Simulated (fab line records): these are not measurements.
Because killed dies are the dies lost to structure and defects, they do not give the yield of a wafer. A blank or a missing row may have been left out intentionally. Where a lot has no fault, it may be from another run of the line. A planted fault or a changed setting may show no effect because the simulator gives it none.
fab line records	flow n5Finfet
[record] lots = 4	wafers = 12	lastDay = 18
route steps=1938 shown BEOL_M5@1151 PASSIVATION@1936
lots untouched by any fault: they come from a run of this same line in which no faults occurred
startH: hours from the record's opening day to when the first of the lot's shown wafers began	waitH: time in hours since the lot's previous step	" same as the row above	L1.1+2: several wafers, shown together as one row	- no value present, or no start provided	* or withheld: withheld	< > ~ a bound
route shown NAME@n: NAME is a module with steps in the file, n the number in the route of the first one	usual: average and standard deviation across the fault-free wafers	same: alike in all rows	chamber/n: place in a boat	sites: per-site readings	_std_site: standard deviation across them	_edge_site: mean of outer sites minus mean of inner sites	radiusMm: how far each site lies from the wafer's centre	mask NAME#n: copy n	behind: tool/chamber where the wafer was last shaped	hold: why the lot was held/for how many hours/how that ended	device: transistor that didn't switch, given as n, p or np	end of line: tests of these same wafers at the route's end	step lacking rows: just its recipe	killed: count of dies lost to structure and defects at first sort (not the wafer's yield)	map: a wafer's dies, x killed, . not, _ none there
set.NAME: the setting that was run; set.NAME@STEP: the one run at that earlier step	model.NAME: the simulator's own value behind a step, which no gauge read
lots seen at some steps along the route; tables by step, rows by wafer
services: the hour from which a tool's chamber was out of use, counted from the record's first day as startH (under 0 if before that day), plus the number of hours and why
[[steps]]
[step N5_BEOL_M5_DESCUM_33]
[recipe] chemistry = O2	timeS = 7	sourcePowerW = 50	biasPowerW = 20	pressureMtorr = 20	rfFrequencyHz = 2.712e+07	tempC = 40	resist = CAR-EUV	o2FlowSccm = 225
[step N5_BEOL_M5_ETCH_75]
[recipe] chemistry = N2/H2	target = underlayer	targetDepthA = 65	maskMaterial = CAR-EUV	timeS = 5.2	ionEnergyEv = 200	pressureMtorr = 30	sourceW = 840	biasW = 150	n2FlowSccm = 200	h2FlowSccm = 200	ends = cleared
[step N5_BEOL_M5_ETCH_67]
[recipe] chemistry = CF4	target = SiARC	targetDepthA = 156	maskMaterial = CAR-EUV	timeS = 26	ionEnergyEv = 80	pressureMtorr = 40	sourceW = 545	biasW = 36	Ar_flow_sccm = 100	cf4FlowSccm = 100	ends = cleared
[step N5_BEOL_M5_ETCH_68]
[recipe] chemistry = N2/H2	target = SOC	targetDepthA = 800	overetchA = 160	maskMaterial = SiARC	tempC = 40	timeS = 120	ionEnergyEv = 200	pressureMtorr = 30	sourceW = 840	biasW = 150	n2FlowSccm = 200	h2FlowSccm = 200
[step N5_BEOL_M5_STRIP_69]
[recipe] chemistry = N2/H2	tempC = 40	n2FlowSccm = 200	h2FlowSccm = 200	rfFrequencyHz = 6e+07
[step N5_BEOL_M5_STRIP_76]
[recipe] chemistry = N2/H2	tempC = 40	n2FlowSccm = 200	h2FlowSccm = 200	rfFrequencyHz = 6e+07
[step N5_BEOL_M5_VIA_ETCH_34]
[recipe] chemistry = C4F6/O2	target = SiCOH_lowk	targetDepthA = 883	maskMaterial = SOC	taperDeg = 4	timeS = 39.2	ionEnergyEv = 250	pressureMtorr = 30	sourceW = 345	biasW = 185	Ar_flow_sccm = 300	C4F6_flow_sccm = 10	O2_flow_sccm = 10
[step N5_BEOL_M5_STRIP_85]
[recipe] chemistry = C4F6/O2	resist = SiARC	rfFrequencyHz = 6e+07
[step N5_BEOL_M5_STRIP_36]
[recipe] chemistry = N2/H2	powerW = 450	tempC = 40	pressureMtorr = 20	rfFrequencyHz = 6e+07	overashFraction = 0.3	biasPowerW = 7	h2Frac = 0.5	n2FlowSccm = 200	h2FlowSccm = 200
[step N5_BEOL_M5_TRENCH_ETCH_37]
[recipe] chemistry = C4F6/O2	targetDepthA = 716.52	target = SiCOH_lowk	timeS = 24.7	ionEnergyEv = 250	pressureMtorr = 30	sourceW = 345	biasW = 185	Ar_flow_sccm = 300	C4F6_flow_sccm = 10	O2_flow_sccm = 10
[usual] biasW = 185.0/0.62	drypumpMotorCurrentA = 5.75/0.3	mfcArSccm = 300.0/0.9	oesProductAu = 0.78/0.08	rfVppV = 667/14	showerheadPlenumPTorr = 2.83/0.096	throttleValvePct = 20.96/0.25
lot.wafer	tool	chamber	startH	waitH	biasW	drypumpMotorCurrentA	mfcArSccm	oesProductAu	rfHoursCounterH	rfVppV	showerheadPlenumPTorr	throttleValvePct	model.etch.depthNm	model.BEOL_M5.featureDepthNm
L612.1	rieDiel-05	3	189.70	-	184.9	5.99	299.5	0.82	70	682	2.91	21.24	69.97	70
L612.2	"	1	"	"	185.6	5.79	299.7	0.75	162	684	2.92	20.70	72.62	72.6
L612.5	"	0	"	"	184.8	5.51	301.2	0.95	-	666	2.90	21.17	73.14	73.2
L630.3	rieDiel-05	3	297.61	-	148.3	5.89	300.9	0.75	100	570	2.90	21.24	64.93	65
L630.4	"	2	"	"	148.6	5.31	299.9	0.66	228	553	2.85	21.27	64.22	64.2
L630.6	"	2	"	"	148.6	5.34	300.6	0.66	-	556	2.85	21.28	64.24	64.2
L632.1	rieDiel-06	0	313.37	-	184.9	5.57	300.6	0.81	78	671	2.74	20.61	70.15	70.2
L632.2	"	1	"	"	185.1	5.65	299.0	0.73	210	644	2.67	20.70	71.57	71.6
L632.3	"	2	"	"	185.0	5.32	300.3	0.90	29	678	3.05	20.94	72.5	72.4
L631.2	rieDiel-05	1	315.32	-	148.6	5.76	300.2	0.70	200	574	2.91	20.76	67.78	67.8
L631.4	"	3	"	"	147.5	5.91	298.2	0.74	106	571	2.89	21.27	65.84	65.8
L631.6	"	0	"	"	148.4	5.53	298.1	0.85	-	559	2.89	21.24	68.8	68.8
[step N5_BEOL_M5_ETCH_41]
[recipe] chemistry = CH3F/O2	target = SiCN	targetDepthA = 315	taperDeg = 2	timeS = 56.7	ionEnergyEv = 120	maskMaterial = TiN	pressureMtorr = 30	sourceW = 395	biasW = 75	Ar_flow_sccm = 150	CH3F_flow_sccm = 30	O2_flow_sccm = 20
[step N5_BEOL_M5_STRIP_91]
[recipe] chemistry = N2/H2	timeS = 10	powerW = 450	tempC = 40	pressureMtorr = 20	rfFrequencyHz = 6e+07	biasPowerW = 7	n2FlowSccm = 200	h2FlowSccm = 200
[step N5_BEOL_M5_OCD_MEAS_38]
[usual] trenchDepthNm = 71.4/1.7
lot.wafer	tool	chamber	startH	waitH	trenchDepthNm
L612.1	ocd-01	-	189.86	-	70.2
L612.2	"	-	"	"	72.3
L612.5	"	-	"	"	72.9
L630.3	ocd-01	-	297.77	-	65.3
L630.4	"	-	"	"	64.0
L630.6	"	-	"	"	64.2
L632.1	ocd-02	-	313.52	-	69.9
L632.2	"	-	"	"	71.7
L632.3	"	-	"	"	72.6
L631.2	ocd-02	-	315.48	-	67.6
L631.4	"	-	"	"	65.8
L631.6	"	-	"	"	69.6
[step N5_BEOL_M5_HM_STRIP_39]
[recipe] chemistry = peroxideTinStrip	material = TiN	targetDepthA = 250	tempC = 50	timeS = 158
[step N5_BEOL_M5_SRD_40]
[recipe] timeS = 30	tempC = 23	rinseLiquid = diw	dry = ipaMarangoni
[step N5_BEOL_M5_PRECLEAN_42]
[recipe] chemistry = residueRemover	timeS = 60	tempC = 40
[step N5_BEOL_M5_SRD_43]
[recipe] timeS = 30	tempC = 23	rinseLiquid = diw	dry = ipaMarangoni
[step N5_BEOL_M5_CURE_80]
[recipe] tempC = 370	timeS = 120	ambient = DMADMS/He	material = SiCOH_lowk
[step N5_BEOL_M5_DEGAS_44]
[recipe] ambient = vacuum	tempC = 250	timeS = 60
[step N5_BEOL_M5_PRE_CLEAN_45]
[recipe] gas = H2/He	timeS = 30	tempC = 250
[step N5_BEOL_M5_ALD_86]
[recipe] material = TaN	targetThkA = *	tempC = 275	aldPrecursorFamily = PDMAT	aldCoReactant = NH3	pressureTorr = 3	carrierFlowSccm = 1500	pulseTimeS = 2	purgeTimeS = 3	coReactantPurgeTimeS = 2	coReactantPulseTimeS = 3	aldCycles = 30	precursorVesselTempC = 75	precursorVesselPressureTorr = 26.25	precursorVesselCarrierSccm = 1000
[step N5_BEOL_M5_SURFACE_TREAT_87]
[recipe] gas = Ar	timeS = *	ionEnergyEv = *	ionCurrentMaCm2 = 0.5	pressureMtorr = *	arFlowSccm = 30
[step N5_BEOL_M5_CVD_47]
[recipe] material = Co	targetThkA = 30	tempC = withheld	precursor = CCTBA/H2	pressureTorr = 30	timeS = 216
[step N5_BEOL_M5_SPUTTER_48]
[recipe] material = Cu	targetThkA = 150	tempC = -20	chamberPressurePa = 0.07	powerW = withheld	timeS = 27.62
[step N5_BEOL_M5_ANNEAL_49]
[recipe] tempC = 400	timeS = 1800	ambient = vacuum
[step N5_BEOL_M5_SPUTTER_81]
[recipe] material = Cu	targetThkA = 150	tempC = -20	chamberPressurePa = 0.07	powerW = withheld	timeS = 27.62
[step N5_BEOL_M5_ANNEAL_82]
[recipe] tempC = 400	timeS = 1800	ambient = vacuum
[step N5_BEOL_M5_SPUTTER_83]
[recipe] material = Cu	targetThkA = 150	tempC = -20	chamberPressurePa = 0.07	powerW = withheld	timeS = 27.62
[step N5_BEOL_M5_ANNEAL_84]
[recipe] tempC = 400	timeS = 1800	ambient = vacuum
[step N5_BEOL_M5_SPUTTER_88]
[recipe] material = Cu	targetThkA = 150	tempC = -20	chamberPressurePa = 0.07	powerW = withheld	timeS = 27.62
[step N5_BEOL_M5_ANNEAL_89]
[recipe] tempC = 400	timeS = 1800	ambient = vacuum
[step N5_BEOL_M5_SPUTTER_90]
[recipe] material = Cu	targetThkA = 45	tempC = -20	chamberPressurePa = 0.07	powerW = withheld	timeS = 8.29
[step N5_BEOL_M5_ECD_50]
[recipe] material = Cu	targetThkA = 3000
[step N5_BEOL_M5_ANNEAL_51]
[recipe] tempC = 225	timeS = 90	ambient = N2
[step N5_BEOL_M5_CMP_52]
[recipe] stopOn = SiCOH_lowk	tOverpolishS = 6.9	downForcePsi = 1	platenRpm = 50	clearingPlatenDownForcePsi = 1.5	clearingPlatenRpm = 50	postCmpClean = cuAlkaline	targetThkNm = 62	clearingPlatenPadVelocityMS = 0.99484	padVelocityMS = 0.99484
[usual] barrierFieldEndpointS = 24.7/0.87	clearingPlatenDownForcePsi = 1.500/0.0031	motorCurrentA = 6.3/0.72	overpolishRunS = 6.899/0.0088	padLifeWafers = 1192/630	slurryFlowMlMin = 150.0/0.48	timeToEndpointS = 62/5.2
lot.wafer	tool	chamber	startH	waitH	barrierFieldEndpointS	clearingPlatenDownForcePsi	motorCurrentA	overpolishRunS	padLifeWafers	slurryFlowMlMin	timeToEndpointS	model.Cu_of_BEOL_M5_ECD_50.thkNm
L612.1	cmp-04	1	196.23	0.3	23.3	1.500	7.4	6.894	356	150.3	53	59.2
L612.2	"	2	"	"	24.1	1.496	7.0	6.902	357	149.5	55	60.4
L612.5	"	3	"	"	23.9	1.504	5.7	6.897	-	150.1	60	62.8
L630.4	cmp-01	0	304.88	0.8	25.9	1.506	6.7	6.879	576	149.4	68	56.2
L630.3	"	3	"	"	23.1	1.500	5.2	6.910	579	150.5	54	52.4
L630.6	"	0	"	"	25.1	1.503	6.8	6.900	-	150.1	71	56
L632.2	cmp-03	2	321.96	0.2	24.8	1.499	6.0	6.893	2052	149.9	61	62.2
L632.3	"	3	"	"	25.6	1.495	7.1	6.896	2053	150.5	66	64
L632.1	"	1	"	"	24.0	1.505	5.6	6.899	2055	149.8	52	58.2
L631.4	cmp-04	3	324.45	0.2	25.0	1.502	5.8	6.906	1453	150.0	61	56.2
L631.2	"	1	"	"	23.9	1.499	7.5	6.895	1455	150.0	58	58.2
L631.6	"	3	"	"	24.9	1.505	6.0	6.886	-	149.5	61	60
[step N5_BEOL_M5_PRE_CLEAN_77]
[recipe] gas = NH3/H2	timeS = 15	tempC = *	rfPowerW = 300
[step N5_BEOL_M5_CO_CAP_78]
[recipe] material = Co	targetThkA = 20	tempC = 200	precursor = CCTBA/H2	pressureTorr = 30	timeS = 102.1
[step N5_BEOL_M5_RS_MEAS_57]
[recipe] thkMeasGauge = four-point-probe	reads = Co_of_BEOL_M5_CO_CAP_78+Cu_of_BEOL_M5_ECD_50+Co_of_BEOL_M5_CVD_47+TaN_of_BEOL_M5_ALD_86
[usual] M5_RS = 0.389/0.017
lot.wafer	tool	chamber	startH	waitH	M5_RS[ohm/sq]
L612.1	filmMetro-01	-	196.71	0.0	0.408
L612.2	"	-	"	"	0.397
L612.5	"	-	"	"	0.380
L630.3	filmMetro-01	-	305.50	0.1	0.475
L630.4	"	-	"	"	0.435
L630.6	"	-	"	"	0.436
L632.1	filmMetro-01	-	322.51	0.0	0.417
L632.2	"	-	"	"	0.383
L632.3	"	-	"	"	0.371
L631.2	filmMetro-01	-	324.97	0.1	0.416
L631.4	"	-	"	"	0.435
L631.6	"	-	"	"	0.401
[step N5_PASSIVATION_PROBE_49]
[usual] defectLimitedYield = 91.1/1.4	killed_at_M0_to_M3 = 34/11	killed_at_M4_up = 14/5.6	killedAtContacts = 13/5.9	killedAtFrontEnd = 40/11	killedAtOther = 4/3.1	killedDies = 105/16	killedOpen = 68/11	killedShort = 34/8.4	sort_bin_4_leakage = 0.01/0.11	sort_bin_5_function = 5.2/0.86	sort_bin_6_memory = 3.2/0.7	sortNPass = 1074/21	sortYieldPct = 91.0/1.8
[same] grossDies = 1180	killedAtBackSide = 0	sort_bin_8_speed[%] = 0
lot.wafer	tool	chamber	startH	waitH	defectLimitedYield[%]	killed_at_M0_to_M3	killed_at_M4_up	killedAtContacts	killedAtFrontEnd	killedAtOther	killedDies	killedOpen	killedShort	sort_bin_4_leakage[%]	sort_bin_5_function[%]	sort_bin_6_memory[%]	sortNPass	sortYieldPct[%]
L612.1	prober-01	-	297.34	0.0	93.9	22	10	16	22	2	72	42	27	0	3.6	2.3	1108	93.9
L612.2	prober-01	-	297.39	0.1	92.1	25	15	22	29	2	93	78	15	0	4.7	2.9	1087	92.1
L612.5	prober-01	-	297.54	0.2	93.1	20	13	12	34	2	81	63	17	0	3.9	2.8	1099	93.1
L631.2	prober-02	-	429.68	1.3	89.9	28	15	24	52	0	119	76	38	0	5.9	3.5	1061	89.9
L631.4	prober-02	-	429.78	1.4	91.9	25	7	16	47	1	96	64	32	0	5.1	2.9	1084	91.9
L631.6	prober-02	-	429.88	1.5	93.5	14	16	5	42	0	77	50	24	0	4.2	2.2	1103	93.5
L632.1	prober-02	-	429.93	1.4	89.9	29	15	19	53	3	119	79	32	0	5.0	4.2	1061	89.9
L632.2	prober-02	-	429.98	1.5	92.5	28	18	15	26	1	88	63	23	0	5.1	1.9	1092	92.5
L632.3	prober-02	-	430.03	1.5	92.3	29	26	9	21	6	91	60	29	0	4.5	3.1	1089	92.3
// killed by level:class
L612.1 MOL_CONTACT_COAG:geometricParticle:open=13 BEOL_M0_SAQP:geometricParticle:open=5 BEOL_M0_SAQP:geometricParticle:short=4 FIN_SAQP:geometricParticle:short=3 FIN_SAQP:geometricParticle:open=3 MOL_CONTACT_COAG:geometricParticle:short=3 BEOL_M2:geometricParticle:short=3 BEOL_M3:geometricParticle:open=3
L612.2 MOL_CONTACT_COAG:geometricParticle:open=20 BEOL_M3:geometricParticle:open=10 BEOL_M4:geometricParticle:open=8 FIN_SAQP:geometricParticle:open=6 STI_FIN_REVEAL:geometricParticle:open=4 ILD0:geometricParticle:open=4 FIN_SAQP:geometricParticle:short=3 DUMMY_GATE:geometricParticle:open=3
L612.5 MOL_CONTACT_COAG:geometricParticle:open=11 STI_FIN_REVEAL:geometricParticle:open=9 FIN_SAQP:geometricParticle:open=8 BEOL_M3:geometricParticle:open=7 FIN_SAQP:geometricParticle:short=6 BEOL_M4:geometricParticle:open=6 BEOL_M0_SAQP:geometricParticle:open=4 BEOL_M2:geometricParticle:open=3
L631.2 MOL_CONTACT_COAG:geometricParticle:open=18 FIN_SAQP:geometricParticle:open=12 BEOL_M1:geometricParticle:open=8 GATE_CUT:geometricParticle:short=7 FIN_SAQP:geometricParticle:short=6 DUMMY_GATE:geometricParticle:open=6 MOL_CONTACT_COAG:geometricParticle:short=6 BEOL_M2:geometricParticle:open=6
L631.4 MOL_CONTACT_COAG:geometricParticle:open=14 FIN_SAQP:geometricParticle:open=9 BEOL_M0_SAQP:geometricParticle:short=7 FIN_SAQP:geometricParticle:short=6 BEOL_M2:geometricParticle:open=6 STI_FIN_REVEAL:geometricParticle:open=5 DUMMY_GATE:geometricParticle:open=4 SPACER0:geometricParticle:open=4
L631.6 FIN_SAQP:geometricParticle:open=12 FIN_SAQP:geometricParticle:short=7 BEOL_M3:geometricParticle:open=6 DUMMY_GATE:geometricParticle:open=5 BEOL_M4:geometricParticle:open=5 BEOL_M4:geometricParticle:short=5 STI_FIN_REVEAL:geometricParticle:open=4 GATE_CUT:geometricParticle:open=4
L632.1 MOL_CONTACT_COAG:geometricParticle:open=16 FIN_SAQP:geometricParticle:open=15 STI_FIN_REVEAL:geometricParticle:open=11 BEOL_M4:geometricParticle:open=8 BEOL_M0_SAQP:geometricParticle:short=7 HKMG_FIN:areaEtch=7 BEOL_M0_SAQP:geometricParticle:open=6 FIN_SAQP:geometricParticle:short=5
L632.2 MOL_CONTACT_COAG:geometricParticle:open=11 BEOL_M0_SAQP:geometricParticle:short=11 BEOL_M4:geometricParticle:open=8 FIN_SAQP:geometricParticle:open=5 STARTING-WAFER:geometricParticle:open=5 STI_FIN_REVEAL:geometricParticle:open=4 MOL_CONTACT_COAG:geometricParticle:short=4 BEOL_M1:geometricParticle:open=4
L632.3 MOL_CONTACT_COAG:geometricParticle:open=9 BEOL_M0_SAQP:geometricParticle:open=8 BEOL_M4:geometricParticle:open=8 BEOL_M0_SAQP:geometricParticle:short=7 BEOL_M4:geometricParticle:short=5 ILD0:geometricParticle:short=4 BEOL_M5:geometricParticle:open=4 BEOL_M3:geometricParticle:open=4
[[services]]
tool	chamber	startH	hours	kind
rieDiel-06	3	165.87	11.5	repair
cmp-01	-	166.41	7.5	pm
cmp-04	-	173.15	2.0	repair
cmp-04	-	176.37	6.5	pm
rieDiel-06	2	182.28	6.3	repair
cmp-04	-	183.67	2.0	repair
rieDiel-06	2	188.79	-	clean
rieDiel-06	2	188.79	-	consumableReplace:focusRing
cmp-01	-	196.79	4.5	repair
cmp-03	-	209.31	0.3	repair
rieDiel-06	-	216.83	4.3	pm
cmp-01	-	218.68	1.2	repair
cmp-01	-	227.42	4.0	pm
rieDiel-05	3	228.51	2.4	repair
cmp-04	-	230.79	1.2	repair
rieDiel-06	2	235.86	5.7	repair
cmp-04	-	244.92	0.5	repair
rieDiel-05	-	249.68	4.3	pm
cmp-01	-	262.00	1.7	repair
rieDiel-05	-	290.91	0.9	repair
cmp-04	-	292.27	0.3	repair
cmp-03	-	294.10	1.2	repair
cmp-03	-	300.72	0.5	repair
cmp-01	-	317.11	1.4	repair
[[key]]
[firstSign] step = N5_BEOL_M5_TRENCH_ETCH_37	reading = biasW	direction = down	sigmas = 59	usual = *	struck = *
[effect] step = N5_BEOL_M5_TRENCH_ETCH_37	reading = rfVppV	direction = down	sigmas = 7.1	usual = 667	struck = 564
[effect] step = N5_BEOL_M5_OCD_MEAS_38	reading = trenchDepthNm	direction = down	sigmas = 3.2	usual = 71.4	struck = 66.1
[effect] step = N5_BEOL_M5_RS_MEAS_57	reading = M5_RS	direction = up	sigmas = 2.5	usual = 0.389	struck = 0.433
[modelEffect] step = N5_BEOL_M5_TRENCH_ETCH_37	value = etch.depthNm	without = 70.71	struck = 65.97
[modelEffect] step = N5_BEOL_M5_CMP_52	value = Cu_of_BEOL_M5_ECD_50.thkNm	without = 61.27	struck = 56.5
metAt N5_BEOL_M5_TRENCH_ETCH_37
struckWafers L630.3,L630.4,L630.6,L631.2,L631.4,L631.6
onsetBetween 189.70 297.61
[fault] kind = processParameterDrift	tool = rieDiel-05	chamber = -	onsetH = 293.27	steps = N5_BEOL_M5_TRENCH_ETCH_37	channel = biasW	offset = *	shape = step	endH = 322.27	actsIn = *	stated = *
